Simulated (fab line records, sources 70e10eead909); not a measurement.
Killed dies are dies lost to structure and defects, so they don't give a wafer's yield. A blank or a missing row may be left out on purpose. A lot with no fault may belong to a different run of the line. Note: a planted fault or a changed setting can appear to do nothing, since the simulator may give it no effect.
A struck lot beside a sound one | flow nand_harc | 15 out of 1159 route steps
Sound: these wafers, L390.1, L390.3, L390.5. The struck wafers were L409.1, L409.5. The cause is given at the end.
Order at every step that has rows: each side's tool, ch and its chambers, its first start. Under that, the readings that differ: sound wafers | struck wafers | difference of the means | sigmas: that difference in standard deviations of wafers without a fault.
alike: readings with means less than 2 such deviations apart, plus words and numbers identical on both sides. not compared: withheld readings, readings lacking a value on some wafer, bounds such as >300 that could conceal the same value, and numbers that have no deviation in the record and whose values overlap.
The two part at a step that has a row with sigmas, a row that says differs or no value, or rows on one side only. When numbers do not overlap yet have no deviation, they are printed without sigmas and do not part them. A reading that every wafer of one side lacks parts them only if that side has two wafers or more.

first, 4 steps without rows for these wafers: NHARC_P_GATE_EBR_22; NHARC_P_GATE_EXPOSE_23 (exposes mask P GATE, target cd 120 nm); NHARC_P_GATE_PEB_24 (peb time 65 s); NHARC_P_GATE_DEVELOP_25 (develop time 35 s).
NHARC_P_GATE_CD_MEAS_26: the cd target is 120 nm.
  sound on cd_sem-01 ch 0, day 4 20:32; struck on cd_sem-02 ch 0, day 9 14:09
  alike: cd_nm
NHARC_P_GATE_OVL_MEAS_27:
  sound on overlay-01, day 4 20:37; struck on overlay-01, day 9 14:14
  alike: overlay_x_nm, overlay_y_nm
NHARC_P_GATE_INSPECT_28:
  sound on defect_inspect-01, day 4 20:39; struck on defect_inspect-01, day 9 14:17
  alike: raw_defect_count
NHARC_P_GATE_DESCUM_31: chemistry O2, time 3 s.
  sound on rie_diel-13 ch 1,2,3, day 4 20:43; struck on rie_diel-13 ch 0,2, day 9 14:22
  alike: drypump_motor_current_A, oes_product_au, rf_vpp_V, showerhead_plenum_p_Torr, throttle_valve_pct
  not compared: rf_hours_counter_h
NHARC_P_GATE_ETCH_104: etches the open film in CF4/CHF3, target depth 60 nm.
  sound on rie_diel-13 ch 1,2,3, day 4 20:48; struck on rie_diel-13 ch 2,3, day 9 14:26
  alike: drypump_motor_current_A, oes_product_au, rf_vpp_V, showerhead_plenum_p_Torr, throttle_valve_pct
NHARC_P_GATE_HM_OPEN_105: chemistry O2/COS, target depth 360 nm.
  sound on rie_diel-13 ch 0,2,3; struck on rie_diel-13 ch 1,2
  alike: drypump_motor_current_A, oes_product_au, rf_vpp_V, showerhead_plenum_p_Torr, throttle_valve_pct
  not compared: rf_hours_counter_h
then, 1 step without rows for these wafers: NHARC_P_GATE_STRIP_106 (strips in O2/COS).
NHARC_P_GATE_ETCH_114: etches the open film in CF4/O2, target depth 30 nm, overetch 3 nm, time 16.5 s.
  sound on rie_diel-13 ch 0,1,2; struck on rie_diel-13 ch 1,3
  alike: drypump_motor_current_A, oes_f_703_au, oes_product_au, rf_vpp_V, showerhead_plenum_p_Torr, throttle_valve_pct
  not compared: rf_hours_counter_h, time_s
NHARC_P_GATE_ETCH_32: etches the open film in HBr/Cl2, target depth 150 nm, time 100.1 s.
  sound on rie_si-03 ch 0,1,3, day 4 21:15; struck on rie_si-03 ch 0,1, day 9 14:54
  reading    | sound             | struck      | difference | sigmas
  time_s (s) | 100.1 100.1 100.1 | 106.2 106.2 | +6.1       |
  alike: drypump_motor_current_A, oes_product_au, throttle_valve_pct
  not compared: rf_hours_counter_h
NHARC_P_GATE_STRIP_108: strips in O2.
  sound on rie_diel-13 ch 0,2,3, day 4 21:25; struck on rie_diel-13 ch 1, day 9 15:02
  reading               | sound             | struck      | difference | sigmas
  oes_product_au (a.u.) | 0.999 1.028 1.007 | 0.972 0.987 | -0.032     | -3
  alike: drypump_motor_current_A, rf_vpp_V, showerhead_plenum_p_Torr, throttle_valve_pct
  not compared: rf_hours_counter_h
-- record jumps: 14 days between struck wafers' starts before vs after; left off in module P_GATE, resumes in module END, first step shown is number 1159 of the route --
NHARC_END_SORT_01:
  sound on prober-01 ch 0, day 20 02:56; struck on prober-01 ch 0, day 24 01:53
  alike: killed_at_array, killed_at_other, killed_at_periphery, killed_dies, killed_open, killed_short

== WHERE THEY PART ==
Within this record, at NHARC_P_GATE_STRIP_108 only. Later steps at which nothing parts them and some readings are alike: NHARC_END_SORT_01.

WHY: what the simulator had put in
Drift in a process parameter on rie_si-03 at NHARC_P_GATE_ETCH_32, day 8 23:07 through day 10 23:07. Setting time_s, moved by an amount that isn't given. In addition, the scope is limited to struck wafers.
